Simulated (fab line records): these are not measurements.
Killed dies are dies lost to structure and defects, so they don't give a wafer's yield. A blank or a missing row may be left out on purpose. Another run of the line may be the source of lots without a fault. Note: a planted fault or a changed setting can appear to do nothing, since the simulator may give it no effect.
fab line records	flow n5_finfet
[record] lots = 24	wafers = 72	last_day = 17
route steps=1938 shown BEOL_M11@1571 BEOL_M12@1622
lots that met no fault: from a run of the same line without faults
start_h: start of the lot's first displayed wafer, in hours after the record's first day	wait_h: hours elapsed since this lot's preceding step	" repeats the value in the row above	L1.1+2: a single row standing in for several wafers	- either no value or no given start	* or withheld: withheld	< > ~ a bound
route shown NAME@n: a module of which the file shows steps, and the number in the route of the first	usual: mean and standard deviation over wafers with no fault	same: alike in all rows	chamber/n: place in a boat	sites: each site's reading	_std_site: standard deviation across them	_edge_site: outer sites' mean less inner sites'	radius_mm: how far each site lies from the wafer's centre	mask NAME#n: copy n	behind: the tool/chamber that last shaped the wafer	hold: cause of the lot's hold/its duration in hours/its outcome	device: transistor that didn't switch, given as n, p or np	end of line: the same wafers' tests at the end of the route	for a step that has no rows: nothing shown but its recipe	killed: the dies lost at the first sort to structure and to defects; this is not the yield of the wafer	map: shows each die of a wafer: x if killed, . if not, _ if none is there
set.NAME: setting as actually run; set.NAME@STEP: the setting as run at that earlier step	model.NAME: the simulator's own value behind a step, which no gauge read
steps of the route over a sample of lots; a table a step, a row a wafer
services: the hour from which a tool's chamber was out of use, counted from the record's first day as start_h (under 0 if before that day), plus the number of hours and why
[[steps]]
[step N5_BEOL_M11_DESCUM_33]
[recipe] chemistry = O2	time_s = 7.9	source_power_w = 50	bias_power_w = 20	pressure_mtorr = 20	rf_frequency_hz = 2.712e+07	temp_c = 40	resist = CAR-ArF	o2_flow_sccm = 225
[usual] drypump_motor_current_A = 5.8/0.53	oes_product_au = 0.79/0.068	rf_vpp_V = 243.3/1.3	showerhead_plenum_p_Torr = 2.10/0.074	throttle_valve_pct = 20.44/0.2
lot.wafer	tool	chamber	start_h	wait_h	drypump_motor_current_A	oes_product_au	rf_hours_counter_h	rf_vpp_V	showerhead_plenum_p_Torr	throttle_valve_pct
L074.1	rie_diel-06	0	204.99	0.1	5.7	0.85	49	245.6	2.12	20.03
L074.3	"	1	"	"	5.5	0.73	188	240.9	1.99	20.37
L074.5	"	1	"	"	5.5	0.74	-	241.2	1.99	20.36
L077.1	rie_diel-05	3	229.44	0.6	5.7	0.93	11	245.2	2.23	20.31
L077.4	"	2	"	"	5.4	0.73	197	241.7	2.07	20.78
L077.6	"	0	"	"	5.6	0.94	-	242.6	2.06	20.06
L078.1	rie_diel-02	2	242.03	0.0	5.0	0.79	96	242.7	2.03	20.35
L078.2	"	0	"	"	5.1	0.90	38	244.3	2.21	20.58
L078.3	"	1	"	"	5.5	0.73	183	245.6	2.17	20.55
L075.3	rie_diel-06	1	249.45	0.0	5.5	0.72	201	240.3	1.98	20.39
L075.5	"	2	"	"	6.5	0.75	-	243.5	2.08	20.55
L075.6	"	1	"	"	5.5	0.71	-	242.2	1.98	20.38
L076.1	rie_diel-06	3	257.95	0.0	6.6	0.82	101	243.2	2.03	20.49
L076.4	"	0	"	"	5.7	0.83	64	244.5	2.11	20.06
L076.5	"	3	"	"	6.6	0.81	-	242.5	2.03	20.50
L080.1	rie_diel-02	0	260.32	0.0	5.1	0.88	43	244.7	2.21	20.61
L080.2	"	1	"	"	5.5	0.73	187	244.1	2.17	20.57
L080.6	"	1	"	"	5.6	0.73	-	245.6	2.17	20.57
L079.2	rie_diel-06	3	264.04	0.0	6.5	0.80	103	243.8	2.03	20.49
L079.3	"	0	"	"	5.7	0.82	66	243.5	2.11	20.07
L079.5	"	1	"	"	5.5	0.72	-	241.8	1.98	20.39
L081.2	rie_diel-02	3	288.22	0.0	6.6	0.88	44	244.2	2.14	20.23
L081.4	"	0	"	"	5.1	0.87	51	245.0	2.21	20.61
L081.5	"	0	"	"	5.1	0.86	-	244.1	2.21	20.59
L083.1	rie_diel-06	2	288.45	0.2	6.5	0.75	183	244.2	2.08	20.56
L083.3	"	3	"	"	6.5	0.80	110	241.1	2.03	20.52
L083.5	"	1	"	"	5.5	0.71	-	241.4	1.98	20.39
L082.3	rie_diel-02	2	288.68	0.4	5.1	0.78	109	242.3	2.02	20.37
L082.4	"	0	"	"	5.1	0.86	52	244.5	2.21	20.60
L082.5	"	1	"	"	5.5	0.72	-	243.8	2.17	20.57
L084.1	rie_diel-05	1	293.47	0.1	5.8	0.72	212	243.8	2.16	20.67
L084.3	"	0	"	"	5.6	0.89	33	244.8	2.05	20.12
L084.5	"	2	"	"	5.4	0.71	-	243.5	2.07	20.79
L085.2	rie_diel-02	1	297.93	0.0	5.6	0.72	198	244.1	2.17	20.59
L085.4	"	2	"	"	5.1	0.78	111	241.1	2.02	20.37
L085.5	"	2	"	"	5.1	0.79	-	242.8	2.02	20.39
L086.2	rie_diel-05	0	304.66	0.0	5.6	0.89	37	243.0	2.05	20.12
L086.4	"	2	"	"	5.4	0.71	-	242.5	2.07	20.78
L086.6	"	1	"	"	5.9	0.71	-	243.7	2.16	20.68
L087.2	rie_diel-02	1	317.42	1.4	5.6	0.70	206	243.8	2.16	20.59
L087.3	"	2	"	"	5.1	0.77	118	241.8	2.02	20.40
L087.4	"	2	"	"	5.1	0.77	-	240.3	2.02	20.37
L088.3	rie_diel-06	0	317.84	1.6	5.7	0.81	78	242.7	2.11	20.07
L088.4	"	1	"	"	5.5	0.72	218	241.3	1.98	20.39
L088.5	"	1	"	"	5.5	0.71	-	242.5	1.98	20.40
L089.1	rie_diel-02	3	319.72	0.5	6.6	0.85	56	244.5	2.14	20.24
L089.3	"	1	"	"	5.6	0.71	207	244.2	2.16	20.61
L089.4	"	3	"	"	6.6	0.85	-	244.0	2.14	20.25
L090.1	rie_diel-06	3	333.75	0.0	6.5	0.79	120	243.0	2.02	20.53
L090.2	"	1	"	"	5.5	0.71	224	240.6	1.97	20.40
L090.3	"	2	"	"	6.5	0.74	191	243.4	2.08	20.57
L091.1	rie_diel-05	0	342.90	0.1	5.6	0.88	50	241.6	2.05	20.13
L091.2	"	3	"	"	5.7	0.89	39	243.8	2.22	20.37
L091.5	"	0	"	"	5.6	0.87	-	241.4	2.05	20.12
L092.1	rie_diel-02	0	348.23	0.0	5.1	0.84	70	245.6	2.20	20.62
L092.4	"	2	"	"	5.1	0.77	129	241.2	2.01	20.41
L092.5	"	3	"	"	6.5	0.84	-	243.6	2.13	20.26
L093.1	rie_diel-06	1	348.70	0.3	5.5	0.70	231	241.6	1.97	20.43
L093.2	"	3	"	"	6.6	0.79	127	243.3	2.02	20.55
L093.5	"	2	"	"	6.5	0.73	-	241.9	2.08	20.57
L094.2	rie_diel-05	3	348.98	0.4	5.7	0.88	41	244.0	2.22	20.37
L094.3	"	2	"	"	5.4	0.70	232	244.8	2.06	20.83
L094.5	"	2	"	"	5.4	0.70	-	242.6	2.06	20.80
L095.2	rie_diel-02	0	360.57	0.0	5.1	0.83	74	244.5	2.20	20.64
L095.4	"	0	"	"	5.1	0.83	-	244.0	2.20	20.63
L095.6	"	3	"	"	6.6	0.84	-	244.1	2.13	20.28
L096.1	rie_diel-02	1	364.92	0.0	5.6	0.70	224	244.6	2.16	20.62
L096.2	"	3	"	"	6.5	0.83	72	243.2	2.13	20.27
L096.6	"	1	"	"	5.6	0.70	-	243.6	2.16	20.61
L097.1	rie_diel-05	0	368.79	0.1	5.7	0.86	58	243.1	2.04	20.15
L097.2	"	1	"	"	5.8	0.70	237	243.7	2.15	20.68
L097.4	"	3	"	"	5.7	0.86	-	245.7	2.22	20.37
[step N5_BEOL_M11_CD_MEAS_35]
[recipe] target_cd_nm = 70	polarity = opening
[usual] cd_nm = 70.0/0.53
lot.wafer	tool	chamber	start_h	wait_h	cd_nm
L074.1	cd_sem-01	-	205.63	0.0	69.5
L074.3	"	-	"	"	69.4
L074.5	"	-	"	"	70.6
L077.1	cd_sem-02	-	230.09	0.0	69.5
L077.4	"	-	"	"	70.2
L077.6	"	-	"	"	69.3
L078.1	cd_sem-03	-	242.68	0.0	70.3
L078.2	"	-	"	"	70.3
L078.3	"	-	"	"	70.9
L075.3	cd_sem-01	-	250.10	0.0	69.6
L075.5	"	-	"	"	70.2
L075.6	"	-	"	"	69.9
L076.1	cd_sem-02	-	258.60	0.0	70.1
L076.4	"	-	"	"	70.8
L076.5	"	-	"	"	70.7
L080.1	cd_sem-01	-	260.96	0.0	69.4
L080.2	"	-	"	"	70.1
L080.6	"	-	"	"	69.8
L079.2	cd_sem-03	-	264.68	0.0	69.3
L079.3	"	-	"	"	69.5
L079.5	"	-	"	"	70.3
L081.2	cd_sem-03	-	288.86	0.0	70.0
L081.4	"	-	"	"	69.3
L081.5	"	-	"	"	69.4
L083.1	cd_sem-01	-	289.11	0.0	69.2
L083.3	"	-	"	"	69.4
L083.5	"	-	"	"	70.2
L082.3	cd_sem-02	-	289.33	0.0	69.7
L082.4	"	-	"	"	70.1
L082.5	"	-	"	"	69.1
L084.1	cd_sem-01	-	294.13	0.0	70.3
L084.3	"	-	"	"	70.3
L084.5	"	-	"	"	70.4
L085.2	cd_sem-01	-	298.57	0.0	71.2
L085.4	"	-	"	"	70.6
L085.5	"	-	"	"	71.1
L086.2	cd_sem-01	-	305.30	0.0	70.3
L086.4	"	-	"	"	70.3
L086.6	"	-	"	"	70.0
L087.2	cd_sem-01	-	318.07	0.0	70.3
L087.3	"	-	"	"	70.3
L087.4	"	-	"	"	69.7
L088.3	cd_sem-01	-	318.49	0.0	70.0
L088.4	"	-	"	"	70.3
L088.5	"	-	"	"	70.3
L089.1	cd_sem-02	-	320.36	0.0	70.2
L089.3	"	-	"	"	70.2
L089.4	"	-	"	"	69.9
L090.1	cd_sem-01	-	334.68	0.0	70.2
L090.2	"	-	"	"	69.0
L090.3	"	-	"	"	69.5
L091.1	cd_sem-01	-	343.56	0.0	69.8
L091.2	"	-	"	"	69.8
L091.5	"	-	"	"	69.2
L092.1	cd_sem-03	-	348.88	0.0	69.5
L092.4	"	-	"	"	70.4
L092.5	"	-	"	"	70.2
L093.1	cd_sem-02	-	349.35	0.0	70.3
L093.2	"	-	"	"	70.0
L093.5	"	-	"	"	69.4
L094.2	cd_sem-03	-	349.73	0.0	70.0
L094.3	"	-	"	"	70.6
L094.5	"	-	"	"	70.2
L095.2	cd_sem-02	-	361.22	0.0	69.7
L095.4	"	-	"	"	69.1
L095.6	"	-	"	"	69.2
L096.1	cd_sem-01	-	365.57	0.0	69.8
L096.2	"	-	"	"	69.5
L096.6	"	-	"	"	69.2
L097.1	cd_sem-01	-	369.43	0.0	70.8
L097.2	"	-	"	"	70.1
L097.4	"	-	"	"	69.6
[step N5_BEOL_M11_PRE_CLEAN_45]
[recipe] gas = H2/He	time_s = 30	temp_c = 250
[usual] heater_power_w = 328/26
lot.wafer	tool	chamber	start_h	wait_h	heater_power_w
L074.1	pvd_sputter-01	-	207.77	0.0	269
L074.3	"	-	"	"	310
L074.5	"	-	"	"	325
L077.1	pvd_sputter-02	-	232.39	0.0	351
L077.4	"	-	"	"	342
L077.6	"	-	"	"	351
L078.1	pvd_sputter-03	-	246.88	0.0	278
L078.2	"	-	"	"	349
L078.3	"	-	"	"	325
L075.3	pvd_sputter-01	-	250.50	0.0	343
L075.5	"	-	"	"	356
L075.6	"	-	"	"	321
L076.1	pvd_sputter-02	-	259.04	0.0	344
L076.4	"	-	"	"	325
L076.5	"	-	"	"	345
L080.1	pvd_sputter-02	-	261.75	0.0	351
L080.2	"	-	"	"	330
L080.6	"	-	"	"	323
L079.2	pvd_sputter-01	-	265.26	0.0	326
L079.3	"	-	"	"	266
L079.5	"	-	"	"	351
L081.2	pvd_sputter-02	-	289.57	0.0	330
L081.4	"	-	"	"	342
L081.5	"	-	"	"	334
L083.1	pvd_sputter-02	-	289.83	0.0	348
L083.3	"	-	"	"	346
L083.5	"	-	"	"	348
L082.3	pvd_sputter-01	-	289.90	0.0	265
L082.4	"	-	"	"	316
L082.5	"	-	"	"	318
L084.1	pvd_sputter-01	-	294.60	0.0	339
L084.3	"	-	"	"	317
L084.5	"	-	"	"	322
L085.2	pvd_sputter-02	-	298.99	0.0	338
L085.4	"	-	"	"	327
L085.5	"	-	"	"	359
L086.2	pvd_sputter-02	-	305.81	0.0	334
L086.4	"	-	"	"	331
L086.6	"	-	"	"	349
L087.2	pvd_sputter-01	-	318.64	0.0	319
L087.3	"	-	"	"	325
L087.4	"	-	"	"	265
L088.3	pvd_sputter-01	-	319.11	0.0	319
L088.4	"	-	"	"	260
L088.5	"	-	"	"	352
L089.1	pvd_sputter-01	-	321.80	0.0	316
L089.3	"	-	"	"	262
L089.4	"	-	"	"	349
L090.1	pvd_sputter-01	-	335.28	0.0	263
L090.2	"	-	"	"	317
L090.3	"	-	"	"	319
L091.1	pvd_sputter-02	-	343.99	0.0	347
L091.2	"	-	"	"	347
L091.5	"	-	"	"	351
L092.1	pvd_sputter-03	-	349.61	0.0	348
L092.4	"	-	"	"	349
L092.5	"	-	"	"	331
L093.1	pvd_sputter-02	-	349.76	0.0	343
L093.2	"	-	"	"	344
L093.5	"	-	"	"	319
L094.2	pvd_sputter-03	-	350.37	0.0	280
L094.3	"	-	"	"	362
L094.5	"	-	"	"	320
L095.2	pvd_sputter-02	-	361.78	0.0	355
L095.4	"	-	"	"	354
L095.6	"	-	"	"	327
L096.1	pvd_sputter-01	-	366.24	0.0	340
L096.2	"	-	"	"	323
L096.6	"	-	"	"	313
L097.1	pvd_sputter-01	-	369.96	0.0	268
L097.2	"	-	"	"	319
L097.4	"	-	"	"	315
[step N5_BEOL_M11_THK_MEAS_53]
[recipe] thk_meas_gauge = xrf	reads = Cu_of_BEOL_M11_ECD_50
[usual] M11_THK = 142.6/3
lot.wafer	tool	chamber	start_h	wait_h	M11_THK[nm]
L074.1	film_metro-02	-	209.34	-	146.9
L074.3	"	-	"	"	140.7
L074.5	"	-	"	"	140.7
L077.1	film_metro-02	-	233.93	-	145.1
L077.4	"	-	"	"	142.4
L077.6	"	-	"	"	147.4
L078.1	film_metro-01	-	248.35	-	142.5
L078.2	"	-	"	"	146.2
L078.3	"	-	"	"	140.6
L075.3	film_metro-01	-	252.49	-	137.0
L075.5	"	-	"	"	140.0
L075.6	"	-	"	"	137.5
L076.1	film_metro-01	-	261.15	-	145.0
L076.4	"	-	"	"	144.9
L076.5	"	-	"	"	146.2
L080.1	film_metro-02	-	265.44	-	148.5
L080.2	"	-	"	"	142.5
L080.6	"	-	"	"	140.7
L079.2	film_metro-01	-	268.90	-	145.5
L079.3	"	-	"	"	148.4
L079.5	"	-	"	"	144.4
L081.2	film_metro-02	-	291.32	-	147.8
L081.4	"	-	"	"	148.0
L081.5	"	-	"	"	148.6
L083.1	film_metro-02	-	291.82	-	137.9
L083.3	"	-	"	"	141.5
L083.5	"	-	"	"	138.3
L082.3	film_metro-02	-	292.05	-	141.2
L082.4	"	-	"	"	145.0
L082.5	"	-	"	"	139.5
L084.1	film_metro-01	-	299.53	-	136.8
L084.3	"	-	"	"	141.6
L084.5	"	-	"	"	140.6
L085.2	film_metro-02	-	300.90	-	139.5
L085.4	"	-	"	"	138.9
L085.5	"	-	"	"	139.7
L086.2	film_metro-02	-	308.31	-	146.2
L086.4	"	-	"	"	144.0
L086.6	"	-	"	"	142.0
L087.2	film_metro-01	-	319.98	-	139.0
L087.3	"	-	"	"	138.1
L087.4	"	-	"	"	137.8
L088.3	film_metro-02	-	322.25	-	147.3
L088.4	"	-	"	"	142.7
L088.5	"	-	"	"	143.5
L089.1	film_metro-02	-	323.99	-	148.1
L089.3	"	-	"	"	144.0
L089.4	"	-	"	"	147.6
L090.1	film_metro-02	-	336.96	-	142.5
L090.2	"	-	"	"	139.9
L090.3	"	-	"	"	140.2
L091.1	film_metro-01	-	345.83	-	143.4
L091.2	"	-	"	"	143.0
L091.5	"	-	"	"	142.2
L092.1	film_metro-01	-	351.16	-	144.4
L092.4	"	-	"	"	139.1
L092.5	"	-	"	"	141.7
L093.1	film_metro-01	-	351.35	-	137.1
L093.2	"	-	"	"	139.4
L093.5	"	-	"	"	140.5
L094.2	film_metro-01	-	353.35	-	143.4
L094.3	"	-	"	"	140.8
L094.5	"	-	"	"	139.5
L095.2	film_metro-01	-	364.47	-	142.5
L095.4	"	-	"	"	144.4
L095.6	"	-	"	"	143.7
L096.1	film_metro-02	-	367.62	-	142.6
L096.2	"	-	"	"	145.9
L096.6	"	-	"	"	144.0
L097.1	film_metro-01	-	372.19	-	145.0
L097.2	"	-	"	"	139.0
L097.4	"	-	"	"	142.9
[step N5_BEOL_M11_DEP_56]
[recipe] material = SiCN	target_thk_a = 300	temp_c = withheld	precursor = 3MS/NH3	pressure_torr = 3	rf_w = 675	time_s = 10.5
[usual] showerhead_plenum_p_Torr = 4.152/0.022	showerhead_vpp_V = 1605/56	throttle_valve_pct = 17.9/0.93
lot.wafer	tool	chamber	start_h	wait_h	showerhead_plenum_p_Torr	showerhead_vpp_V	throttle_valve_pct
L074.1	pecvd-02	1	209.40	0.0	4.166	1643	18.6
L074.3	"	0	"	"	4.115	1569	18.8
L074.5	"	1	"	"	4.183	1658	18.6
L077.1	pecvd-03	1	234.00	0.0	4.154	1654	17.4
L077.4	"	2	"	"	4.141	1470	17.5
L077.6	"	0	"	"	4.142	1668	17.6
L078.1	pecvd-04	1	248.41	0.0	4.154	1639	19.1
L078.2	"	0	"	"	4.144	1539	17.9
L078.3	"	2	"	"	4.157	1626	16.6
L075.3	pecvd-02	1	252.55	0.0	4.174	1678	18.4
L075.5	"	0	"	"	4.113	1618	19.1
L075.6	"	2	"	"	4.163	1589	16.5
L076.1	pecvd-03	0	261.22	0.0	4.164	1652	17.5
L076.4	"	1	"	"	4.153	1664	17.3
L076.5	"	2	"	"	4.133	1463	17.4
L080.1	pecvd-03	2	265.50	0.0	4.130	1461	17.4
L080.2	"	1	"	"	4.155	1653	17.5
L080.6	"	2	"	"	4.135	1453	17.1
L079.2	pecvd-04	1	268.96	0.0	4.148	1633	19.1
L079.3	"	0	"	"	4.146	1506	17.8
L079.5	"	2	"	"	4.168	1607	16.3
L081.2	pecvd-02	1	291.38	0.0	4.185	1684	18.9
L081.4	"	1	"	"	4.171	1663	18.4
L081.5	"	0	"	"	4.110	1626	18.7
L083.1	pecvd-03	0	291.88	0.0	4.160	1659	17.3
L083.3	"	2	"	"	4.136	1461	17.6
L083.5	"	2	"	"	4.137	1440	17.9
L082.3	pecvd-02	0	292.11	0.0	4.113	1602	18.9
L082.4	"	1	"	"	4.178	1625	18.3
L082.5	"	2	"	"	4.178	1592	16.4
L084.1	pecvd-04	1	299.59	0.0	4.139	1658	19.1
L084.3	"	0	"	"	4.143	1529	18.0
L084.5	"	1	"	"	4.146	1630	19.1
L085.2	pecvd-04	0	300.96	0.0	4.154	1518	17.6
L085.4	"	0	"	"	4.147	1535	17.8
L085.5	"	1	"	"	4.153	1641	19.3
L086.2	pecvd-02	1	308.38	0.0	4.169	1652	18.7
L086.4	"	1	"	"	4.187	1633	18.3
L086.6	"	0	"	"	4.108	1625	18.9
L087.2	pecvd-04	1	320.04	0.0	4.141	1635	19.1
L087.3	"	0	"	"	4.145	1518	18.1
L087.4	"	0	"	"	4.158	1540	17.9
L088.3	pecvd-04	2	322.31	0.0	4.159	1649	17.1
L088.4	"	1	"	"	4.149	1636	19.3
L088.5	"	0	"	"	4.142	1520	17.8
L089.1	pecvd-02	0	324.05	0.0	4.118	1615	19.0
L089.3	"	2	"	"	4.167	1585	16.6
L089.4	"	1	"	"	4.185	1643	18.5
L090.1	pecvd-04	0	337.02	0.0	4.156	1539	18.1
L090.2	"	1	"	"	4.158	1642	18.9
L090.3	"	2	"	"	4.163	1608	17.1
L091.1	pecvd-02	2	345.90	0.0	4.156	1564	16.6
L091.2	"	1	"	"	4.174	1681	18.2
L091.5	"	2	"	"	4.164	1596	16.6
L092.1	pecvd-02	2	351.23	0.0	4.163	1580	16.6
L092.4	"	1	"	"	4.187	1631	18.6
L092.5	"	2	"	"	4.171	1581	17.0
L093.1	pecvd-02	0	351.41	0.0	4.108	1621	19.0
L093.2	"	1	"	"	4.172	1658	18.7
L093.5	"	0	"	"	4.114	1630	19.3
L094.2	pecvd-02	1	353.41	0.0	4.177	1687	18.4
L094.3	"	0	"	"	4.110	1644	19.2
L094.5	"	0	"	"	4.117	1596	19.0
L095.2	pecvd-03	0	364.53	0.0	4.156	1640	17.7
L095.4	"	1	"	"	4.150	1659	17.3
L095.6	"	0	"	"	4.152	1616	17.7
L096.1	pecvd-02	1	367.69	0.0	4.181	1660	18.4
L096.2	"	0	"	"	4.128	1622	19.1
L096.6	"	0	"	"	4.119	1612	19.2
L097.1	pecvd-02	1	372.25	0.0	4.180	1653	18.6
L097.2	"	0	"	"	4.114	1604	19.0
L097.4	"	1	"	"	4.192	1667	18.9
[step N5_BEOL_M12_CD_MEAS_17]
[recipe] target_cd_nm = 140	polarity = opening
[usual] cd_nm = 140.9/1.7
lot.wafer	tool	chamber	start_h	wait_h	cd_nm
L074.1	cd_sem-01	-	210.67	0.0	139.5
L074.3	"	-	"	"	141.9
L074.5	"	-	"	"	138.0
L077.1	cd_sem-02	-	235.34	0.0	140.6
L077.4	"	-	"	"	138.6
L077.6	"	-	"	"	141.2
L078.1	cd_sem-01	-	249.68	0.0	143.5
L078.2	"	-	"	"	141.9
L078.3	"	-	"	"	141.8
L075.3	cd_sem-01	-	253.70	0.0	139.1
L075.5	"	-	"	"	141.2
L075.6	"	-	"	"	137.5
L076.1	cd_sem-01	-	262.73	0.0	143.1
L076.4	"	-	"	"	140.0
L076.5	"	-	"	"	141.5
L080.1	cd_sem-01	-	266.74	0.0	143.1
L080.2	"	-	"	"	142.2
L080.6	"	-	"	"	141.9
L079.2	cd_sem-01	-	270.21	0.0	139.1
L079.3	"	-	"	"	140.4
L079.5	"	-	"	"	140.3
L081.2	cd_sem-01	-	292.86	0.0	140.4
L081.4	"	-	"	"	142.4
L081.5	"	-	"	"	141.4
L083.1	cd_sem-03	-	293.19	0.0	141.6
L083.3	"	-	"	"	142.7
L083.5	"	-	"	"	141.0
L082.3	cd_sem-02	-	293.46	0.0	141.0
L082.4	"	-	"	"	143.4
L082.5	"	-	"	"	144.5
L084.1	cd_sem-03	-	300.73	0.0	139.9
L084.3	"	-	"	"	140.6
L084.5	"	-	"	"	139.7
L085.2	cd_sem-03	-	302.63	0.0	139.5
L085.4	"	-	"	"	139.5
L085.5	"	-	"	"	138.4
L086.2	cd_sem-02	-	309.80	0.0	142.8
L086.4	"	-	"	"	144.3
L086.6	"	-	"	"	144.4
L087.2	cd_sem-03	-	321.24	0.0	138.8
L087.3	"	-	"	"	138.7
L087.4	"	-	"	"	141.3
L088.3	cd_sem-01	-	323.50	0.0	140.6
L088.4	"	-	"	"	140.4
L088.5	"	-	"	"	141.7
L089.1	cd_sem-01	-	325.19	0.0	143.2
L089.3	"	-	"	"	139.3
L089.4	"	-	"	"	141.7
L090.1	cd_sem-01	-	338.54	0.0	142.7
L090.2	"	-	"	"	143.1
L090.3	"	-	"	"	141.9
L091.1	cd_sem-03	-	347.30	0.0	141.4
L091.2	"	-	"	"	139.3
L091.5	"	-	"	"	138.3
L092.1	cd_sem-03	-	352.50	0.0	142.7
L092.4	"	-	"	"	143.4
L092.5	"	-	"	"	143.1
L093.1	cd_sem-03	-	352.87	0.0	138.6
L093.2	"	-	"	"	139.7
L093.5	"	-	"	"	139.0
L094.2	cd_sem-01	-	355.28	0.0	141.3
L094.3	"	-	"	"	142.6
L094.5	"	-	"	"	141.9
L095.2	cd_sem-02	-	365.88	0.0	140.7
L095.4	"	-	"	"	140.6
L095.6	"	-	"	"	139.9
L096.1	cd_sem-03	-	369.40	0.0	141.3
L096.2	"	-	"	"	140.0
L096.6	"	-	"	"	141.2
L097.1	cd_sem-02	-	373.44	0.0	139.3
L097.2	"	-	"	"	137.0
L097.4	"	-	"	"	140.1
[[services]]
tool	chamber	start_h	hours	kind
rie_diel-02	2	187.47	42.2	repair
rie_diel-05	-	197.43	0.5	repair
pecvd-04	2	202.38	-	clean
pecvd-04	2	202.38	-	consumable_replace:showerhead
pecvd-02	1	242.54	2.1	repair
pecvd-03	-	263.84	1.6	repair
pecvd-02	-	266.62	1.8	repair
rie_diel-06	2	297.63	7.9	repair
rie_diel-05	3	298.23	8.0	repair
rie_diel-06	-	302.99	14.6	pm
pecvd-02	2	307.08	5.5	scheduled_down
pecvd-03	-	307.52	3.1	repair
pecvd-02	1	314.62	-	calibration
rie_diel-02	0	316.48	3.8	repair
pecvd-02	2	325.63	3.6	repair
rie_diel-06	0	329.38	30.4	repair
rie_diel-02	0	333.06	3.4	repair
pecvd-04	-	335.62	0.3	repair
rie_diel-06	2	337.79	6.0	repair
pvd_sputter-03	-	340.21	4.5	repair
pecvd-03	-	350.19	1.3	repair
rie_diel-02	2	359.03	13.7	repair
pecvd-03	-	365.61	4.8	repair
rie_diel-05	2	368.61	5.7	repair
[[key]]
fault none
